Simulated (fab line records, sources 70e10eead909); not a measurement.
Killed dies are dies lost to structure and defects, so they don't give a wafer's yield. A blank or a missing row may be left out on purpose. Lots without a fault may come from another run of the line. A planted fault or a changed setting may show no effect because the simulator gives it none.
Problem report in the 8D (eight disciplines) form, filled by code | flow nand_harc | the parts of the form that need people (team, actions taken, sign-off) are left out

1. THE PROBLEM
thk_nm at NHARC_A_ONON_D1_THK_MEAS_11 reads a mean of 1430 nm on 6 wafers of 3 lots; wafers without a fault read 1001 nm with a standard deviation of 11. That is +39 standard deviations from the usual mean.
The step: measures by ellipsometry.
First seen on wafer L206.2, day 10 21:58, on film_metro-01. The record holds 18 wafers of 7 lots with a number at this step. Rule for "out", or "out of limits": more than 4 standard deviations from the usual mean. The other wafers with a number count as sound.

2. WHAT IT IS AND WHAT IT IS NOT
question                    | is                           | is not
which readings at this step | thk_nm                       | -
which lots                  | L206, L210, L211             | L195, L197, L214, L217
which wafers of those lots  | all that have a number       | -
read on which gauges        | film_metro-01, film_metro-02 | -
when                        | from day 10 21:58            | up to then (6 sound wafers); but 6 sound wafers of L214, L217 came after

3. SUSPECTS, AND WHAT RULES EACH OUT
Counting: a tool at a process step up to the reading stays a suspect if it ran every lot that is out and no sound lot after the first of them.
- the gauge at NHARC_A_ONON_D1_THK_MEAS_11: ruled out. The wafers that are out were read on 2 gauges (film_metro-01, film_metro-02).
- pecvd_onon-02 at NHARC_A_ONON_D1_DEP_09 (target thk 1000 nm): kept. It ran every lot that is out, first L206 (day 10 21:29), and no sound lot after that; its last sound lot up to then is L195 (day 8 01:46).
Left after counting: pecvd_onon-02 at NHARC_A_ONON_D1_DEP_09.

4. THE CAUSE (what the simulator had put in)
Process parameter drift: pecvd_onon-02, from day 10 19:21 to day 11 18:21, at NHARC_A_ONON_D1_DEP_09. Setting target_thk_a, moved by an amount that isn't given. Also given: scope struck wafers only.
Counting left only this tool.

5. THE CHAIN OF EFFECTS, in route order
Each row: a reading whose mean over the struck wafers that have a number lies more than 3 standard deviations from the usual. Only readings for which the record gives a usual standard deviation are gone through. hours: the time from each lot's start at the first step in this table that gives one to its start at this step, as a median over the lots. sigmas: the change in usual standard deviations.
hours | step                        | reading | usual   | on struck wafers | change | sigmas
0     | NHARC_A_ONON_D1_THK_MEAS_11 | thk_nm  | 1001 nm | 1430             | +429   | +39

6. WHAT WOULD HAVE CAUGHT IT SOONER
In this record the first reading out of limits at a measuring or inspecting step was taken at day 10 21:58, 3 hours after the fault began at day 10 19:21.
Of the tool readings at NHARC_A_ONON_D1_DEP_09 for which the record gives a usual standard deviation, none was out on any struck wafer, so an alarm limit of 4 standard deviations on them would not have fired.
Of the lots that are out (3), L210, L211 began NHARC_A_ONON_D1_DEP_09 on pecvd_onon-02 after day 10 21:58. A hold on the tool at that time would have spared those 2.
